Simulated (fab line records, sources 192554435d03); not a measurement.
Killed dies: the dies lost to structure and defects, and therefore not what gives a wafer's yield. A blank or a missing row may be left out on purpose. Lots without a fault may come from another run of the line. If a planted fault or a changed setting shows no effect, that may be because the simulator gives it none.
Matching of chambers	flow n5 finfet	N5_BEOL_M11_CURE_72 on uv cure-01: 3 sister chambers
The step cures SiCOH lowk, time 120 s. 3 wafers are shown with their chamber, then 9 later ones without.

== WAFERS PAIRED WITH THEIR CHAMBERS ==
wafer	chamber	wafer_temp_C_max
L074.6	0	371.2
L085.6	2	372.6
L091.6	1	371.5

== WAFERS WHOSE CHAMBER IS MISSING ==
wafer	wafer_temp_C_max
L089.1	371.5
L089.5	371.0
L089.6	371.6
L095.1	371.9
L095.4	371.6
L095.5	371.3
L096.1	370.9
L096.2	371.0
L096.4	371.4

== WHICH CHAMBER EACH ONE RAN IN ==
wafer	from the rows above	in truth
L089.1	can't be placed: 1 or 0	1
L089.5	can't be placed: 0 or 1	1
L089.6	can't be placed: 1 or 0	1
L095.1	can't be placed: 1 or 0 or 2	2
L095.4	can't be placed: 1 or 0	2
L095.5	can't be placed: 0 or 1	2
L096.1	can't be placed: 0 or 1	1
L096.2	can't be placed: 0 or 1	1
L096.4	can't be placed: 1 or 0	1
0 of 9 placed correctly. From these rows, 9 cannot be placed; in 7 the true chamber is one of the candidates. Placed wrongly: 0.
How it was worked out, from the rows above alone: a wafer's distance from a chamber is the root of the sum, over the readings, of the square of ((its reading less the chamber's mean) divided by the reading's scatter). The wafer belongs to the nearest chamber; if the next one is less than 2 further off, it can't be placed. For every chamber, the mean is computed from those of its wafers that are shown. The scatter: root of mean squared gap, hidden wafer to nearest shown wafer, with one shown wafer a chamber.
